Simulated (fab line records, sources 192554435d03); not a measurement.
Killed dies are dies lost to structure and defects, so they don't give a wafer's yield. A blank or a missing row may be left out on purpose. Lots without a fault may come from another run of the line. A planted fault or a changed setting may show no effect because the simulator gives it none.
One fault seen from 2 desks | flow n5_finfet | each desk has only its own numbers; what lay behind them comes last

THE DEFECT DESK
What the inspections along the route counted, lot by lot: means of the sampled wafers that have a number. A lot is out of limits, marked OUT, if its mean lies more than 4 standard deviations from the usual mean; the brackets give that distance.
Columns: A = raw_defect_count at N5_BEOL_M10_INSPECT_30, usual 421
lot  | first seen here | A
L111 | day 11 17:16    | 474
L117 | day 13 07:13    | 611
L119 | day 14 02:34    | 855 (+5.0) OUT
L125 | day 15 06:30    | 450
This desk's finding: out of limits on L119; first on L119, day 14 02:34 (raw_defect_count at N5_BEOL_M10_INSPECT_30). In limits: L111, L117, L125.

THE TOOL OWNER'S DESK: rie_diel-02
The tool's own readings at N5_BEOL_M10_ETCH_62 (etches SOC in N2/H2, target depth 110 nm, overetch 22 nm, time 165 s): means of the sampled wafers that have a number, for each lot that ran on this tool. A lot is out of limits, marked OUT, if its mean lies more than 4 standard deviations from the usual mean; the brackets give that distance.
Columns: A = drypump_motor_current_A at N5_BEOL_M10_ETCH_62, usual 5.6 A; B = oes_product_au at N5_BEOL_M10_ETCH_62, usual 0.68 a.u.; C = rf_vpp_V at N5_BEOL_M10_ETCH_62, usual 524.5 V; D = showerhead_plenum_p_Torr at N5_BEOL_M10_ETCH_62, usual 2.57 Torr; E = throttle_valve_pct at N5_BEOL_M10_ETCH_62, usual 17.90 %
lot  | first seen here | A   | B    | C     | D    | E
L111 | day 11 16:18    | 5.1 | 0.70 | 523.7 | 2.54 | 17.83
L117 | day 13 06:23    | 5.5 | 0.67 | 523.4 | 2.53 | 17.91
L119 | day 14 00:11    | 5.6 | 0.68 | 522.6 | 2.50 | 17.88
This desk's finding: nothing out of limits on any of the 3 lots.

PUT TOGETHER
The defect desk could have raised an alarm at day 14 02:34, on L119.
The tool owner's desk saw nothing out of limits.
The tool owner's desk has L119 on record, within its limits.
Of the lots named, all ran N5_BEOL_M10_ETCH_62 on rie_diel-02.

WHAT THE SIMULATOR HAD PUT IN
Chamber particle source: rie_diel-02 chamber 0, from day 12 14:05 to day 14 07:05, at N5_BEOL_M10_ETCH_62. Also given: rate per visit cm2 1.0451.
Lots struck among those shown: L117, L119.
Hours from the fault's start to each desk's first reading out of limits: the defect desk, 36.
